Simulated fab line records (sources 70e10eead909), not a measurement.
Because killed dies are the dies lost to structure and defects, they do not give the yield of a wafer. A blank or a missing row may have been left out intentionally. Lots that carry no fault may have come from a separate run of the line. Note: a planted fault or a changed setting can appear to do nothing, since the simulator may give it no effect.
Matching of chambers ; flow nand harc ; 3 sister chambers for NHARC_A_ONON_D1_DEP_33 on pecvd-02
The step deposits SiO2, target thk 200 nm. 17 wafers are shown with their chamber, then 8 later ones without.

== WAFERS, EACH WITH ITS CHAMBER ==
wafer;chamber;throttle valve pct (%);heater power w (W);mfc precursor sccm (sccm)
L759.2;0;16.3;669;161.1
L759.4;1;15.9;605;161.0
L759.5;2;17.5;452;161.5
L761.5;1;15.9;585;160.9
L761.6;2;17.6;420;161.0
L762.1;2;17.7;530;161.7
L762.6;2;17.6;521;162.5
L769.1;0;16.6;631;161.2
L769.4;2;17.3;575;161.1
L769.5;0;16.6;644;161.1
L771.1;1;16.0;571;161.4
L771.3;2;17.4;474;161.1
L771.4;0;16.6;682;162.0
L774.1;0;16.6;651;160.2
L774.3;2;17.6;575;161.0
L774.4;2;17.3;577;161.2
L776.2;0;16.8;591;161.8

SIGNATURES, as means of the wafers listed above
reading;chamber 0;chamber 1;chamber 2;scatter within a chamber
throttle valve pct;16.583;15.933;17.500;0.145
heater power w;644.67;587.00;515.50;47.6
mfc precursor sccm;161.233;161.100;161.387;0.535
Rule: a wafer lies at a distance from a chamber equal to the root of the sum of squares, over the readings, of (its reading less the chamber's mean, divided by the reading's scatter). The wafer belongs to the nearest chamber; if the next one is less than 2 further off, it can't be placed. The scatter: the root of (the sum of the squares of (reading less its chamber's mean) over the shown wafers, divided by (wafers less chambers)).

== WAFERS WHOSE CHAMBER IS MISSING ==
wafer;throttle valve pct (%);heater power w (W);mfc precursor sccm (sccm)
L776.4;16.9;606;160.8
L776.6;17.3;504;161.3
L777.3;16.7;652;161.2
L777.4;16.5;575;161.7
L777.5;16.6;678;161.2
L778.2;17.3;557;161.4
L778.4;17.5;556;161.3
L778.6;16.0;587;161.9

== CHAMBER TAKEN BY EACH ==
wafer;from the rows above;in truth
L776.4;0;0
L776.6;2;2
L777.3;0;0
L777.4;0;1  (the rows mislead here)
L777.5;0;0
L778.2;2;2
L778.4;2;2
L778.6;1;1
Placed correctly: 7 of 8. Left unplaced by these rows: 0. Placed wrongly: 1.
